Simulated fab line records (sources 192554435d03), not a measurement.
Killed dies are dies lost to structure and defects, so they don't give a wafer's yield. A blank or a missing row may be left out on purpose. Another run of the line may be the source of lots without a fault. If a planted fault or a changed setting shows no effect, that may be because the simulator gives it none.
Lot-split experiment / flow n5-finfet / 21 wafers read across 7 lots, on a route 1938 steps long

== ON THE SPLIT ==
At N5_MOL_CONTACT_COAG_COAT_64 (time 60 s, resist thk 10 nm), the setting spin-rpm was moved away from the recipe's 1500 rpm on 7 of the 21 wafers read, by -6.4% to +6.3%. The other wafers ran this setting at the recipe's value.

== FROM THE SPLIT TO THE READING: what the file shows between them, 6 steps ==
- N5_MOL_CONTACT_COAG_COAT_34: resist thk 40 nm
- N5_MOL_CONTACT_COAG_EBR_36
- N5_MOL_CONTACT_COAG_DESCUM_45: chemistry O2, time 7 s
- N5_MOL_CONTACT_COAG_ETCH_65: etches underlayer in N2/H2, target depth 13 nm, time 10.4 s
- N5_MOL_CONTACT_COAG_ETCH_66: etches SiARC in CF4, target depth 13 nm, time 21.7 s
- N5_MOL_CONTACT_COAG_ALD_133: deposits SiO2, target thk 5 nm, pulse time 1 s, co reactant pulse time 1 s

== THE READING ==
CAR-EUV_of_MOL_CONTACT_COAG_COAT_34.thk-nm (the simulator's own value, which no gauge read), in nm, at N5_MOL_CONTACT_COAG_ETCHBACK_134 (etches SiO2 in CHF3, target depth 10 nm, time 6.7 s). There is no usual value for it anywhere in the file. Average 15.5 nm, standard deviation 0.099 nm, over the 14 wafers here run with the recipe.

wafer=L074.3; tool, chamber at the split=litho-track-05, 0; spin-rpm as run, rpm=1500; against the recipe=recipe; CAR-EUV_of_MOL_CONTACT_COAG_COAT_34.thk-nm, nm=15.4; against lot-mates on the recipe=-
wafer=L074.6; tool, chamber at the split=litho-track-05, 0; spin-rpm as run, rpm=1500; against the recipe=recipe; CAR-EUV_of_MOL_CONTACT_COAG_COAT_34.thk-nm, nm=15.4; against lot-mates on the recipe=-
wafer=L074.4; tool, chamber at the split=litho-track-05, 0; spin-rpm as run, rpm=1595; against the recipe=+6.3%; CAR-EUV_of_MOL_CONTACT_COAG_COAT_34.thk-nm, nm=15.8; against lot-mates on the recipe=+0.4
wafer=L075.2; tool, chamber at the split=litho-track-01, 0; spin-rpm as run, rpm=1500; against the recipe=recipe; CAR-EUV_of_MOL_CONTACT_COAG_COAT_34.thk-nm, nm=15.6; against lot-mates on the recipe=-
wafer=L075.3; tool, chamber at the split=litho-track-01, 0; spin-rpm as run, rpm=1429; against the recipe=-4.7%; CAR-EUV_of_MOL_CONTACT_COAG_COAT_34.thk-nm, nm=15.4; against lot-mates on the recipe=-0.1
wafer=L075.5; tool, chamber at the split=litho-track-01, 0; spin-rpm as run, rpm=1500; against the recipe=recipe; CAR-EUV_of_MOL_CONTACT_COAG_COAT_34.thk-nm, nm=15.4; against lot-mates on the recipe=-
wafer=L083.2; tool, chamber at the split=litho-track-01, 0; spin-rpm as run, rpm=1570; against the recipe=+4.7%; CAR-EUV_of_MOL_CONTACT_COAG_COAT_34.thk-nm, nm=15.8; against lot-mates on the recipe=+0.2
wafer=L083.4; tool, chamber at the split=litho-track-01, 0; spin-rpm as run, rpm=1570; against the recipe=+4.7%; CAR-EUV_of_MOL_CONTACT_COAG_COAT_34.thk-nm, nm=15.8; against lot-mates on the recipe=+0.2
wafer=L083.3; tool, chamber at the split=litho-track-01, 0; spin-rpm as run, rpm=1500; against the recipe=recipe; CAR-EUV_of_MOL_CONTACT_COAG_COAT_34.thk-nm, nm=15.6; against lot-mates on the recipe=-
wafer=L088.2; tool, chamber at the split=litho-track-03, 0; spin-rpm as run, rpm=1500; against the recipe=recipe; CAR-EUV_of_MOL_CONTACT_COAG_COAT_34.thk-nm, nm=15.6; against lot-mates on the recipe=-
wafer=L088.3; tool, chamber at the split=litho-track-03, 0; spin-rpm as run, rpm=1500; against the recipe=recipe; CAR-EUV_of_MOL_CONTACT_COAG_COAT_34.thk-nm, nm=15.4; against lot-mates on the recipe=-
wafer=L088.5; tool, chamber at the split=litho-track-03, 0; spin-rpm as run, rpm=1500; against the recipe=recipe; CAR-EUV_of_MOL_CONTACT_COAG_COAT_34.thk-nm, nm=15.4; against lot-mates on the recipe=-
wafer=L091.3; tool, chamber at the split=litho-track-05, 0; spin-rpm as run, rpm=1500; against the recipe=recipe; CAR-EUV_of_MOL_CONTACT_COAG_COAT_34.thk-nm, nm=15.4; against lot-mates on the recipe=-
wafer=L091.4; tool, chamber at the split=litho-track-05, 0; spin-rpm as run, rpm=1404; against the recipe=-6.4%; CAR-EUV_of_MOL_CONTACT_COAG_COAT_34.thk-nm, nm=15; against lot-mates on the recipe=-0.4
wafer=L091.5; tool, chamber at the split=litho-track-05, 0; spin-rpm as run, rpm=1404; against the recipe=-6.4%; CAR-EUV_of_MOL_CONTACT_COAG_COAT_34.thk-nm, nm=15.2; against lot-mates on the recipe=-0.2
wafer=L096.1; tool, chamber at the split=litho-track-01, 0; spin-rpm as run, rpm=1500; against the recipe=recipe; CAR-EUV_of_MOL_CONTACT_COAG_COAT_34.thk-nm, nm=15.4; against lot-mates on the recipe=-
wafer=L096.3; tool, chamber at the split=litho-track-01, 0; spin-rpm as run, rpm=1500; against the recipe=recipe; CAR-EUV_of_MOL_CONTACT_COAG_COAT_34.thk-nm, nm=15.4; against lot-mates on the recipe=-
wafer=L096.2; tool, chamber at the split=litho-track-01, 0; spin-rpm as run, rpm=1592; against the recipe=+6.1%; CAR-EUV_of_MOL_CONTACT_COAG_COAT_34.thk-nm, nm=15.8; against lot-mates on the recipe=+0.4
wafer=L097.2; tool, chamber at the split=litho-track-01, 0; spin-rpm as run, rpm=1500; against the recipe=recipe; CAR-EUV_of_MOL_CONTACT_COAG_COAT_34.thk-nm, nm=15.6; against lot-mates on the recipe=-
wafer=L097.3; tool, chamber at the split=litho-track-01, 0; spin-rpm as run, rpm=1500; against the recipe=recipe; CAR-EUV_of_MOL_CONTACT_COAG_COAT_34.thk-nm, nm=15.6; against lot-mates on the recipe=-
wafer=L097.4; tool, chamber at the split=litho-track-01, 0; spin-rpm as run, rpm=1500; against the recipe=recipe; CAR-EUV_of_MOL_CONTACT_COAG_COAT_34.thk-nm, nm=15.6; against lot-mates on the recipe=-

THE FIT
A straight line over all 21 wafers: CAR-EUV_of_MOL_CONTACT_COAG_COAT_34.thk-nm changes by +0.0539 nm for each +1% of spin-rpm; r = +0.88; the points scatter about the line by 0.1 nm.
The same after taking each lot's own level away (the mean of its wafers on the recipe; 21 wafers): +0.0492 nm for each +1%; r = +0.92; scatter 0.073 nm.
The reading moves by 0.32 nm for the largest change in spin-rpm, on that fit.
From 15.40 to 15.60 nm: that is the span of the lots' own levels, equal to 2.0 times the standard deviation above.
So the lot-to-lot level changes the slope little: the two slopes agree.
Check: -0.27 nm against its lot-mates is what the line predicts for one of the wafers moved furthest among these (-6.4%) when that wafer is left out of the fit. It came out at -0.4 nm against them.

== THE WHOLE CHAIN: every reading that the file lists as answering this split, in the file's order ==
step=N5_MOL_CONTACT_COAG_COAT_64; what it does=time 60 s, resist thk 10 nm; reading=underlayer_of_MOL_CONTACT_COAG_COAT_64.thk-nm (the simulator's own value, which no gauge read); change (the file's fit)=-0.0503 nm for each +1% of the setting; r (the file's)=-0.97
step=N5_MOL_CONTACT_COAG_ETCH_65; what it does=etches underlayer in N2/H2, target depth 13 nm, time 10.4 s; reading=etch.depth-nm (the simulator's own value, which no gauge read); change (the file's fit)=-0.0491 nm for each +1% of the setting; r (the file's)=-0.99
step=N5_MOL_CONTACT_COAG_ETCHBACK_134; what it does=etches SiO2 in CHF3, target depth 10 nm, time 6.7 s; reading=CAR-EUV_of_MOL_CONTACT_COAG_COAT_34.thk-nm (the simulator's own value, which no gauge read); change (the file's fit)=+0.051 nm for each +1% of the setting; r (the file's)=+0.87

== THE FILE'S OWN FIT ==
CAR-EUV_of_MOL_CONTACT_COAG_COAT_34.thk-nm changes by +0.051 nm for each +1% of spin-rpm, r = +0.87.
